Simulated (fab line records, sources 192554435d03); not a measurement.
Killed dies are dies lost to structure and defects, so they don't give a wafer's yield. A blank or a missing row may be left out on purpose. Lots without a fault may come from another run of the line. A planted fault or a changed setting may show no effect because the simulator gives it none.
A struck lot beside a sound one | flow n5_finfet | 14 steps out of a route of 1938
Sound: wafers L271.2, L271.4, L271.6. Struck: wafers L263.1, L263.3, L263.5. The cause comes at the end.
At each step with rows: each side's tool, then ch and its chambers, then its first start. Under that, the readings that differ: sound wafers | struck wafers | difference of the means | sigmas: that difference in standard deviations of wafers without a fault.
alike: readings whose means differ by less than 2 such deviations, and words and numbers that are the same on both sides. not compared: withheld readings, readings that some wafer has no value for, bounds like >300 that may hide the same value, and numbers for which the record gives no deviation and whose values overlap.
The two part at a step that has a row with sigmas, a row that says differs or no value, or rows on one side only. Numbers that don't overlap but have no deviation are shown without sigmas and don't part them. A reading that every wafer of one side lacks parts them only if that side has two wafers or more.

N5_BEOL_M9_ILD_DEP_00: deposits SiCOH lowk from DEMS/porogen, target thk 308.51 nm, time 58 s.
  sound on pecvd-01 ch 1,2, day 14 12:58; struck on pecvd-02 ch 1,2, day 12 21:05
  alike: heater_power_w, showerhead_plenum_p_Torr, throttle_valve_pct
  not compared: since_wet_clean_h
N5_BEOL_M9_CURE_71: cures SiCOH lowk, time 240 s.
  sound on uv_cure-01 ch 2, day 14 13:07; struck on uv_cure-01 ch 2, day 12 21:10
  alike: lamp_power_pct, wafer_temp_C_max
N5_BEOL_M9_THK_MEAS_01:
  sound on film_metro-01, day 14 13:33; struck on film_metro-02, day 12 21:41
  alike: M9_ILD_THK
N5_BEOL_M9_PECVD_70: deposits SiO2 from TEOS/O2, target thk 20 nm, time 22.7 s.
  sound on pecvd-01 ch 0,1,2, day 14 13:35; struck on pecvd-04 ch 0,2, day 12 21:43
  alike: heater_power_w, showerhead_plenum_p_Torr, throttle_valve_pct
  not compared: since_wet_clean_h
N5_BEOL_M9_HM_DEP_02: deposits TiN, target thk 20 nm.
  sound on pvd_sputter-01, day 14 13:54; struck on pvd_sputter-03, day 12 22:17
  alike: chamber_pressure_pa, substrate_temp_c, throttle_valve_pct
then, 7 steps without rows for these wafers: N5_BEOL_M9_COAT_59 (time 60 s, resist thk 100 nm); N5_BEOL_M9_COAT_60 (time 60 s, resist thk 30 nm); N5_BEOL_M9_COAT_05 (resist thk 90 nm); N5_BEOL_M9_EBR_07; N5_BEOL_M9_SOFTBAKE_06 (time 60 s); N5_BEOL_M9_EXPOSE_08 (exposes mask M9); N5_BEOL_M9_PEB_09 (peb time 60 s).
N5_BEOL_M9_DEVELOP_10: develop time 30 s.
  sound on litho_track-02 ch 0, day 14 14:20; struck on litho_track-03, day 12 22:44
  no value came back on the struck wafers for chill_plate_temp_C (C), develop_time_s (s); on the sound wafers chill_plate_temp_C (C) reads 23.11 23.13 22.93
  reading                                      | sound          | struck       | difference | sigmas
  model.CAR-ArF_of_BEOL_M9_COAT_05.thk_nm (nm) | 88.6 88.2 88.2 | 90 89.8 89.8 | +2         |
N5_BEOL_M9_CD_MEAS_11: target cd 64.1 nm.
  sound on cd_sem-02 ch 0, day 14 14:24; struck on cd_sem-02 ch 0, day 12 22:47
  reading    | sound          | struck | difference                    | sigmas
  cd_nm (nm) | 63.8 63.9 64.1 | - - -  | no value on the struck wafers |

WHERE THEY PART
First at N5_BEOL_M9_DEVELOP_10; last, within this record, at N5_BEOL_M9_CD_MEAS_11.

WHY: what the simulator had put in
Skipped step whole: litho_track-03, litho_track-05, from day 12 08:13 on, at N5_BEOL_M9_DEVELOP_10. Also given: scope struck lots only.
